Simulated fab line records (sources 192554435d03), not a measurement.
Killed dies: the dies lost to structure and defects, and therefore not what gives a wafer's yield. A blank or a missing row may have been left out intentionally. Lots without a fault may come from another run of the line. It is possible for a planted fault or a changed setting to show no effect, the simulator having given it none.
Which tool is to blame? / flow n5-finfet / Sampling: 12 lots, 35 wafers, 3 of 1938 route steps

WHAT THE GAUGES SHOWED, per wafer
N5_BEOL_M5_CD_MEAS_11 targets a cd of 27.74 nm. Usual: cd-nm 28.13 nm, standard deviation 0.26.
lot=L643; measured=day 12 09:17; on=cd-sem-03; cd-nm (nm)=28.22 28.17 27.84; flag=
lot=L644; measured=day 12 13:07; on=cd-sem-02; cd-nm (nm)=28.02 28.40 28.50; flag=
lot=L646; measured=day 12 17:28; on=cd-sem-02; cd-nm (nm)=27.99 27.78; flag=
lot=L647; measured=day 12 17:39; on=cd-sem-02; cd-nm (nm)=27.98 28.12 28.07; flag=
lot=L651; measured=day 14 00:02; on=cd-sem-01; cd-nm (nm)=28.15 28.45 28.10; flag=
lot=L652; measured=day 14 00:50; on=cd-sem-01; cd-nm (nm)=27.88 28.05 28.63; flag=
lot=L653; measured=day 14 14:58; on=cd-sem-01; cd-nm (nm)=28.22 27.76 28.15; flag=
lot=L655; measured=day 14 18:21; on=cd-sem-01; cd-nm (nm)=28.58 28.44 27.89; flag=
lot=L659; measured=day 16 02:14; on=cd-sem-02; cd-nm (nm)=28.52 28.50 28.13; flag=
lot=L662; measured=day 16 20:59; on=cd-sem-03; cd-nm (nm)=28.51 28.07 27.92; flag=
lot=L665; measured=day 17 07:52; on=cd-sem-03; cd-nm (nm)=28.12 28.11 28.08; flag=
lot=L666; measured=day 17 21:58; on=cd-sem-02; cd-nm (nm)=28.20 28.08 28.35; flag=

N5_BEOL_M5_CD_MEAS_28: target cd 30.6 nm, target cd y 20 nm. Usual: cd-nm 30.58 nm, standard deviation 0.3.
lot=L643; measured=day 12 11:50; on=cd-sem-02; cd-nm (nm)=30.29 29.99 29.97; flag=
lot=L644; measured=day 12 16:34; on=cd-sem-02; cd-nm (nm)=30.20 30.48 30.68; flag=
lot=L646; measured=day 12 21:02; on=cd-sem-02; cd-nm (nm)=30.39 30.18; flag=
lot=L647; measured=day 12 21:05; on=cd-sem-03; cd-nm (nm)=30.91 30.59 30.67; flag=
lot=L651; measured=day 14 03:15; on=cd-sem-01; cd-nm (nm)=30.41 30.14 30.98; flag=
lot=L652; measured=day 14 03:12; on=cd-sem-03; cd-nm (nm)=30.63 30.47 30.33; flag=
lot=L653; measured=day 14 16:07; on=cd-sem-01; cd-nm (nm)=30.49 30.75 30.04; flag=
lot=L655; measured=day 14 19:53; on=cd-sem-02; cd-nm (nm)=30.40 30.23 30.20; flag=
lot=L659; measured=day 16 06:30; on=cd-sem-01; cd-nm (nm)=30.23 30.55 30.29; flag=
lot=L662; measured=day 16 23:44; on=cd-sem-02; cd-nm (nm)=30.11 30.53 30.44; flag=
lot=L665; measured=day 17 10:47; on=cd-sem-01; cd-nm (nm)=30.33 30.37 30.57; flag=
lot=L666; measured=day 17 22:58; on=cd-sem-02; cd-nm (nm)=30.81 30.87 30.88; flag=

EACH LOT AND THE TOOL THAT RAN IT (in order: tool; ch and the chambers of the sampled wafers; start)
lot=L643; N5_BEOL_M5_COAT_65=litho-track-05 ch 0, day 12 11:18
lot=L644; N5_BEOL_M5_COAT_65=litho-track-05 ch 0, day 12 16:10
lot=L646; N5_BEOL_M5_COAT_65=litho-track-01 ch 0, day 12 20:45
lot=L647; N5_BEOL_M5_COAT_65=litho-track-02 ch 0, day 12 20:45
lot=L651; N5_BEOL_M5_COAT_65=litho-track-05 ch 0, day 14 02:55
lot=L652; N5_BEOL_M5_COAT_65=litho-track-02 ch 0, day 14 02:55
lot=L653; N5_BEOL_M5_COAT_65=litho-track-02 ch 0, day 14 15:43
lot=L655; N5_BEOL_M5_COAT_65=litho-track-05 ch 0, day 14 19:26
lot=L659; N5_BEOL_M5_COAT_65=litho-track-05 ch 0, day 16 06:06
lot=L662; N5_BEOL_M5_COAT_65=litho-track-05 ch 0, day 16 23:27
lot=L665; N5_BEOL_M5_COAT_65=litho-track-01 ch 0, day 17 10:23
lot=L666; N5_BEOL_M5_COAT_65=litho-track-01 ch 0, day 17 22:34
- N5_BEOL_M5_COAT_65: time 60 s, resist thk 60 nm.

WHAT THE TOOLS THEMSELVES READ (means of the sampled wafers that have a number; where no wafer has one, the mark that the record gives instead)
N5_BEOL_M5_COAT_65. Usual: dispense-pressure-kPa 55 kPa, standard deviation 3.2; resist-line-temp-C 23.01 C, standard deviation 0.11; spin-speed-rpm 1499.9 rpm, standard deviation 0.97.
lot=L643; tool=litho-track-05; dispense-pressure-kPa (kPa)=53; resist-line-temp-C (C)=23.11; spin-speed-rpm (rpm)=1499.5; flag=
lot=L644; tool=litho-track-05; dispense-pressure-kPa (kPa)=53; resist-line-temp-C (C)=23.03; spin-speed-rpm (rpm)=1501.2; flag=
lot=L646; tool=litho-track-01; dispense-pressure-kPa (kPa)=52; resist-line-temp-C (C)=22.98; spin-speed-rpm (rpm)=1499.9; flag=
lot=L647; tool=litho-track-02; dispense-pressure-kPa (kPa)=59; resist-line-temp-C (C)=22.97; spin-speed-rpm (rpm)=1500.2; flag=
lot=L651; tool=litho-track-05; dispense-pressure-kPa (kPa)=53; resist-line-temp-C (C)=23.00; spin-speed-rpm (rpm)=1498.2; flag=
lot=L652; tool=litho-track-02; dispense-pressure-kPa (kPa)=59; resist-line-temp-C (C)=23.07; spin-speed-rpm (rpm)=1499.9; flag=
lot=L653; tool=litho-track-02; dispense-pressure-kPa (kPa)=59; resist-line-temp-C (C)=22.94; spin-speed-rpm (rpm)=1500.7; flag=
lot=L655; tool=litho-track-05; dispense-pressure-kPa (kPa)=53; resist-line-temp-C (C)=23.04; spin-speed-rpm (rpm)=1499.0; flag=
lot=L659; tool=litho-track-05; dispense-pressure-kPa (kPa)=53; resist-line-temp-C (C)=22.97; spin-speed-rpm (rpm)=1561.1; flag=OFF
lot=L662; tool=litho-track-05; dispense-pressure-kPa (kPa)=53; resist-line-temp-C (C)=23.01; spin-speed-rpm (rpm)=1561.9; flag=OFF
lot=L665; tool=litho-track-01; dispense-pressure-kPa (kPa)=52; resist-line-temp-C (C)=22.90; spin-speed-rpm (rpm)=1499.3; flag=
lot=L666; tool=litho-track-01; dispense-pressure-kPa (kPa)=52; resist-line-temp-C (C)=22.89; spin-speed-rpm (rpm)=1500.3; flag=

THE ANSWER, worked out from the rows above alone
Rule: a lot is off if the mean of its wafers that have a number lies more than 3 standard deviations from the usual mean. Also off: a lot with no number at a reading for which 4 or more lots have one. The other lots that the step has rows for count as sound. Order of review: gauges by route order, followed by the tools' own readings, for which a lot's mean as printed above is used. The first step at which some lot is off is used, and at that step the reading that is off furthest; a lot without a number counts as furthest.
Off at N5_BEOL_M5_COAT_65 (spin-speed-rpm): L659, L662.
A tool fits if, at that step or a process step before it, it ran every lot that is off, and no sound lot after the first of them. One fits: N5_BEOL_M5_COAT_65 on litho-track-05. Its last sound lot is L655 (day 14 19:26), its first lot that is off L659 (day 16 06:06): a fault that began between those two fits.
On the lots that are off, the tool's own readings at N5_BEOL_M5_COAT_65 differ by more than 5 times the standard deviation of the sound lots' means, which bears it out; spin-speed-rpm reads 1561.5 rpm there versus 1499.8 rpm on the sound lots.

WHAT HAD BEEN PUT IN BY THE SIMULATOR
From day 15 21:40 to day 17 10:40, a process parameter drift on litho-track-05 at N5_BEOL_M5_COAT_65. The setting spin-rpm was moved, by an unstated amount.
Shown lots that were struck: L659, L662. The same result came from the rule above.
